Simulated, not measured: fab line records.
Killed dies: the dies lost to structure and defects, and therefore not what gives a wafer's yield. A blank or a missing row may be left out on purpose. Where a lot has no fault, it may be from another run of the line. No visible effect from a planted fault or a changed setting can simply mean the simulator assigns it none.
Comparing a struck lot with a sound one / flow n5 finfet / 41 out of 1938 route steps
Sound: the wafers L544.2, L544.5, L544.6. Struck: wafer L555.4. (L555.2, L555.5 of the same lot were not struck and are left out.) The cause comes at the end.
Each step with rows lists, per side, the tool, then ch with its chambers, then its first start. Under that, the readings that differ: sound wafers / struck wafers / difference of the means / sigmas: that difference in standard deviations of wafers without a fault.
alike: readings with means less than 2 such deviations apart, plus words and numbers identical on both sides. not compared: withheld readings, readings lacking a value on some wafer, bounds such as >300 that could conceal the same value, and numbers that have no deviation in the record and whose values overlap.
Wherever a step has rows on one side only, a row that says differs or no value, or a row with sigmas, the two part there. Numbers that have no deviation but don't overlap get no sigmas and don't part them. A reading that every wafer of one side lacks parts them only if that side has two wafers or more.

first, 2 steps without rows for these wafers: N5_BEOL_M0_TRENCH_ETCH_107 (etches SiOC in C4F6/O2, target depth 32.8 nm, time 16.4 s); N5_BEOL_M0_STRIP_142 (strips in N2/H2, time 10 s).
N5_BEOL_M0_OCD_MEAS_108:
  sound on ocd-01 at day 6 19:12; struck on ocd-01 at day 9 19:04
reading=trench depth nm (nm); sound=33.3 33.5 32.4; struck=31.7; difference=-1.4; sigmas=-2
then, 9 steps without rows for these wafers: N5_BEOL_M0_HM_STRIP_129 (strips TiN in peroxide tin strip, target depth 17 nm, time 108 s); N5_BEOL_M0_SRD_130 (time 30 s); N5_BEOL_M0_ETCH_109 (etches SiCN in CH3F/O2, target depth 8 nm, overetch 2.4 nm, time 27.4 s); N5_BEOL_M0_STRIP_139 (strips in post etch residue remover, time 60 s); N5_BEOL_M0_SRD_111 (time 30 s); N5_BEOL_M0_DEGAS_112 (time 60 s); N5_BEOL_M0_PRE_CLEAN_113 (time 30 s); N5_BEOL_M0_ALD_136 (deposits TaN, pulse time 2 s, purge time 3 s, co reactant purge time 2 s); N5_BEOL_M0_SURFACE_TREAT_137.
N5_BEOL_M0_CVD_115: deposits Co from CCTBA/H2, time 120 s.
  sound on cvd co-01 ch 0,1,2, day 6 22:28; struck on cvd co-02 ch 0,1,2, day 9 20:02
then, 3 steps without rows for these wafers: N5_BEOL_M0_SPUTTER_116 (material Cu, target thk 4 nm, time 7.37 s); N5_BEOL_M0_ANNEAL_117 (time 60 s); N5_BEOL_M0_SPUTTER_132 (material Cu, target thk 4 nm, time 7.37 s).
N5_BEOL_M0_ANNEAL_133: time 60 s.
  sound on pvd sputter-03 at day 6 22:47; struck on pvd sputter-01 at day 9 20:47
  alike: heater power w
then, 7 steps without rows for these wafers: N5_BEOL_M0_SPUTTER_134 (material Cu, target thk 4 nm, time 7.37 s); N5_BEOL_M0_ANNEAL_135 (time 60 s); N5_BEOL_M0_SPUTTER_141 (material Cu, target thk 4 nm, time 7.37 s); N5_BEOL_M0_ECD_118 (material Cu, target thk 300 nm); N5_BEOL_M0_ANNEAL_119 (time 90 s); N5_BEOL_M0_CMP_120 (polishes, stops on SiOC, t overpolish 6.9 s); N5_BEOL_M0_PRE_CLEAN_131 (time 15 s).
N5_BEOL_M0_CO_CAP_123: material Co, precursor CCTBA/H2, target thk 2 nm, time 102.1 s.
  sound on cvd co-02 ch 1,2, day 6 23:52; struck on cvd co-01 ch 2, day 9 21:49
  alike: heater power w
then, 2 steps without rows for these wafers: N5_BEOL_M0_PRE_CLEAN_124 (time 15 s); N5_BEOL_M0_DEP_125 (deposits SiCN from 3MS/NH3, target thk 8 nm, time 14 s).
N5_BEOL_M0_RS_MEAS_126: uses a four-point probe to measure.
  sound on film metro-02 at day 7 00:03; struck on film metro-01 at day 9 22:00
  alike: M0_RS
N5_BEOL_M1_ILD_DEP_00: deposits SiOC from DEMS/O2, target thk 79 nm, time 15.3 s.
  sound on pecvd-03 ch 0,1,2, day 7 00:07; struck on pecvd-03 ch 0, day 9 22:04
  alike: heater power w, showerhead plenum p Torr, throttle valve pct
N5_BEOL_M1_THK_MEAS_01:
  sound on film metro-01 at day 7 00:11; struck on film metro-02 at day 9 22:08
  alike: M1_ILD_THK
N5_BEOL_M1_PECVD_72: deposits SiO2 from TEOS/O2, target thk 16 nm, time 18 s.
  sound on pecvd-01 ch 0,1,2, day 7 00:13; struck on pecvd-01 ch 0, day 9 22:10
  alike: heater power w, showerhead plenum p Torr, throttle valve pct
N5_BEOL_M1_HM_DEP_02: deposits TiN, target thk 20 nm.
  sound on pvd sputter-02 at day 7 04:07; struck on pvd sputter-03 at day 9 22:41
  alike: throttle valve pct
then, 8 steps without rows for these wafers: N5_BEOL_M1_COAT_61 (time 60 s, resist thk 60 nm); N5_BEOL_M1_COAT_62 (time 60 s, resist thk 12 nm); N5_BEOL_M1_COAT_73 (time 60 s, resist thk 5 nm); N5_BEOL_M1_COAT_05 (resist thk 30 nm); N5_BEOL_M1_EBR_07; N5_BEOL_M1_SOFTBAKE_06 (time 60 s); N5_BEOL_M1_EXPOSE_08 (exposes mask M1); N5_BEOL_M1_PEB_09 (peb time 60 s).
-- here the record skips 7 days between the struck wafers' starts before and after, leaving off in module BEOL_M1 and picking up in module PASSIVATION (first step shown: number 1936 of the route) --
N5_PASSIVATION_PROBE_49:
  rows exist in the record for the struck wafers here (prober-02, day 17 07:31), but not for the sound ones

## WHERE THEY PART
At N5_BEOL_M0_OCD_MEAS_108 first; at N5_PASSIVATION_PROBE_49 last (within this record only).

WHY: what had been put in by the simulator
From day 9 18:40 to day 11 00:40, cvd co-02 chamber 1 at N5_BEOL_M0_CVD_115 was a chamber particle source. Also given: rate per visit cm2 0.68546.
